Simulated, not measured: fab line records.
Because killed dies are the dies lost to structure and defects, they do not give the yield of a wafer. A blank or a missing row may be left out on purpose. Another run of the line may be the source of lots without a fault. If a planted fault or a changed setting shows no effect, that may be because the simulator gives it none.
A struck lot beside a sound one -- flow n5Finfet -- 16 steps out of a route of 1938
Sound: wafers L265.1, L265.2, L265.4. Struck: wafer L273.1 (L273.5, L273.6, from the same lot, were not struck and are left out); the cause is given at the end.
For every step that has rows: the tool of each side, followed by ch and its chambers, followed by its first start. Under that, the readings that differ: sound wafers -- struck wafers -- difference of the means -- sigmas: that difference in standard deviations of wafers without a fault.
alike: same words and numbers on both sides, and readings whose means sit less than 2 such deviations apart. not compared: any withheld reading, any reading some wafer has no value for, any bound like >300 that may hide the same value, and any number with overlapping values for which the record gives no deviation.
The two part at a step that has a row with sigmas, a row that says differs or no value, or rows on one side only. Numbers that don't overlap but have no deviation are shown without sigmas and don't part them. A reading missing from all wafers of one side parts the sides only when that side holds two or more wafers.

N5_BEOL_M4_ETCH_41: etches SiCN in CH3F/O2, target depth 29.9 nm, time 52.5 s.
  sound: rieDiel-04 ch 0,1,3; struck: rieDiel-05 ch 1
reading,sound,struck,difference,sigmas
rfFwdPowerW (W),389.6 391.4 393.1,387.5,-3.9,-2
  alike: CH3F_flow_sccm, O2_flow_sccm, drypumpMotorCurrentA, oesProductAu, rfVppV, showerheadPlenumPTorr, throttleValvePct
  not compared: rfHoursCounterH
then, 1 step without rows for these wafers: N5_BEOL_M4_STRIP_97 (strips in N2/H2, time 10 s).
N5_BEOL_M4_OCD_MEAS_38:
  sound: ocd-02 at day 10 06:10; struck: ocd-01 at day 12 00:25
  alike: trenchDepthNm
then, 4 steps without rows for these wafers: N5_BEOL_M4_HM_STRIP_39 (strips TiN in peroxide tin strip, target depth 25 nm, time 158 s); N5_BEOL_M4_SRD_40 (time 30 s); N5_BEOL_M4_PRECLEAN_42 (cleans in residue remover, time 60 s); N5_BEOL_M4_SRD_43 (time 30 s).
N5_BEOL_M4_CD_MEAS_35: target cd 18 nm, target cd y 22.4 nm.
  sound: cdSem-01 at day 10 06:19; struck: cdSem-01 at day 12 00:34
  alike: cdNm
then, 1 step without rows for these wafers: N5_BEOL_M4_DEGAS_44 (time 60 s).
N5_BEOL_M4_PRE_CLEAN_45: time 30 s.
  sound: pvdSputter-01 at day 10 06:37; struck: pvdSputter-01 at day 12 01:02
  alike: heaterPowerW
N5_BEOL_M4_ALD_84: deposits TaN, pulse time 2 s, purge time 3 s, co reactant purge time 2 s.
  sound on aldMetal-01 ch 1,2,3, day 10 06:43; struck on aldMetal-02 ch 1, day 12 01:06
  alike: heaterPowerW
N5_BEOL_M4_SURFACE_TREAT_85:
  sound: pvdSputter-01 at day 10 07:01; struck: pvdSputter-02 at day 12 01:34
  not compared: throttleValvePct
N5_BEOL_M4_CVD_47: deposits Co from CCTBA/H2, target thk 3 nm, time 223.8 s.
  sound on cvdCo-01 ch 0,2, day 10 07:19; struck on cvdCo-02 ch 0, day 12 01:38
reading,sound,struck,difference,sigmas
runLengthS (s),245.9 246.7 246.6,250.4,+4.0,+7
N5_BEOL_M4_SPUTTER_48: material Cu, target thk 4.5 nm, time 8.29 s.
  sound: pvdSputter-01 at day 10 07:46; struck: pvdSputter-02 at day 12 01:52
  alike: chuckSensorTempC, throttleValvePct
N5_BEOL_M4_RC_MEAS_101:
  sound on prober-02 ch 0, day 10 10:37; struck on prober-02 ch 0, day 12 04:45
  alike: DIBL_N, DIBL_P, IOFF_N, IOFF_P, ION_N, ION_P, SS_N, SS_P, VT_N, VT_P
-- a jump in the record: the struck wafers' starts before and after are 5 days apart (it breaks off in module BEOL_M4 and resumes in module PASSIVATION, where the first step shown is number 1936 of the route) --
N5_PASSIVATION_PROBE_49:
  sound: prober-02 at day 14 09:25; struck: prober-02 at day 16 20:27
  alike: defectLimitedYield, killed_at_M0_to_M3, killed_at_M4_up, killedAtContacts, killedAtFrontEnd, killedAtOther, killedDies, killedOnRim, killedOpen, killedShort, sort_bin_5_function, sort_bin_6_memory, sortNPass, sortYieldPct

## WHERE THEY PART
At N5_BEOL_M4_ETCH_41 first; at N5_BEOL_M4_CVD_47 last (within this record only). Later steps at which nothing parts them and some readings are alike: N5_BEOL_M4_SPUTTER_48, N5_BEOL_M4_RC_MEAS_101, N5_PASSIVATION_PROBE_49.

WHY: the cause the simulator had injected
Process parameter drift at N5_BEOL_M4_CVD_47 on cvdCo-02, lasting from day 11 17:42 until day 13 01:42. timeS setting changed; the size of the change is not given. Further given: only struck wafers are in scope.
